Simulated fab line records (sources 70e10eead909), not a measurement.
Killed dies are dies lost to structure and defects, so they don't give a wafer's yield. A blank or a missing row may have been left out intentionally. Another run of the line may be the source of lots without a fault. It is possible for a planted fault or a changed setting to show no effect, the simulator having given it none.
A struck lot beside a sound one :: flow nandHarc :: 15 out of 1302 route steps
Sound: these wafers, L492.3, L492.4, L492.6. Wafers L508.2, L508.3, L508.6 were the ones struck. The cause comes at the end.
For every step that has rows: the tool of each side, followed by ch and its chambers, followed by its first start. Under that, the readings that differ: sound wafers :: struck wafers :: difference of the means :: sigmas: that difference in standard deviations of wafers without a fault.
alike: words and numbers the same on both sides, and readings whose means are apart by under 2 such deviations; not compared: readings that were withheld, readings missing a value for some wafer, numbers with overlapping values and no deviation given by the record, and bounds like >300 which may hide the same value.
Wherever a step has rows on one side only, a row that says differs or no value, or a row with sigmas, the two part there. Numbers that have no deviation but don't overlap get no sigmas and don't part them. A reading missing from all wafers of one side parts the sides only when that side holds two or more wafers.

first, 7 steps without rows for these wafers: NHARC_P_STI_COAT_41 (time 65 s); NHARC_P_STI_COAT_03 (resist thk 600 nm); NHARC_P_STI_SOFTBAKE_04 (time 70 s); NHARC_P_STI_EBR_05; NHARC_P_STI_EXPOSE_06 (exposes mask P STI, target cd 200 nm); NHARC_P_STI_PEB_07 (peb time 80 s); NHARC_P_STI_DEVELOP_08 (time 50 s).
NHARC_P_STI_CD_MEAS_09: the cd target is 200 nm.
  sound on cdSem-03 ch 0, day 4 20:34; struck on cdSem-03 ch 0, day 11 16:04
  alike: cdNm
NHARC_P_STI_OVL_MEAS_10:
  sound on overlay-02 at day 4 20:39; struck on overlay-01 at day 11 16:08
reading: overlayYNm (nm)
sound: -7 -7 -6
struck: 16 16 15
difference: +22
sigmas: +3
  alike: overlayXNm
NHARC_P_STI_INSPECT_11:
  sound on defectInspect-02 at day 4 20:41; struck on defectInspect-01 at day 11 16:11
  alike: rawDefectCount
then, 1 step without rows for these wafers: NHARC_P_STI_HARDBAKE_13 (time 65 s).
NHARC_P_STI_DESCUM_14: chemistry O2, time 3 s.
  sound on rieDiel-01 ch 0,3, day 4 20:49; struck on rieDiel-06 ch 0,1, day 11 16:19
  alike: drypumpMotorCurrentA, o2FlowSccm, oesProductAu, rfVppV, showerheadPlenumPTorr, throttleValvePct
  not compared: rfHoursCounterH
NHARC_P_STI_ETCH_42: etches the open film in N2/H2, target depth 80 nm, overetch 24 nm, time 61 s.
  sound on rieDiel-01 ch 1,2,3, day 4 20:55; struck on rieDiel-06 ch 0,1,2, day 11 16:25
  no value came back on the struck wafers for any of 7 readings (biasW (W), chamberPressureMTorr (mTorr) and others); on the sound wafers biasW (W) reads 150.4 150.1 149.8
  not compared: rfHoursCounterH
NHARC_P_STI_ETCH_31: etches the open film in CF4/CHF3, target depth 108.9 nm, time 54.5 s.
  sound on rieDiel-01 ch 0,2,3; struck on rieDiel-06 ch 0,3, day 11 16:29
reading: rfVppV (V)
sound: 372.7 367.5 369.5
struck: 375.7 374.8 374.4
difference: +5.1
sigmas: +2
  alike: biasW, cf4FlowSccm, drypumpMotorCurrentA, oesProductAu, showerheadPlenumPTorr, throttleValvePct
  not compared: rfHoursCounterH
-- break in the record here, with 22 days between the starts of the struck wafers on either side (left off in module P_STI, picked up again in module END, where the first step shown is number 1302 on the route) --
NHARC_END_SORT_01:
  only the struck wafers appear in the record here, on prober-02 ch 0 at day 33 15:34; the sound ones have no rows

## WHERE THEY PART
Earliest at NHARC_P_STI_OVL_MEAS_10; latest, in this record, at NHARC_END_SORT_01.

WHY: the cause the simulator had injected
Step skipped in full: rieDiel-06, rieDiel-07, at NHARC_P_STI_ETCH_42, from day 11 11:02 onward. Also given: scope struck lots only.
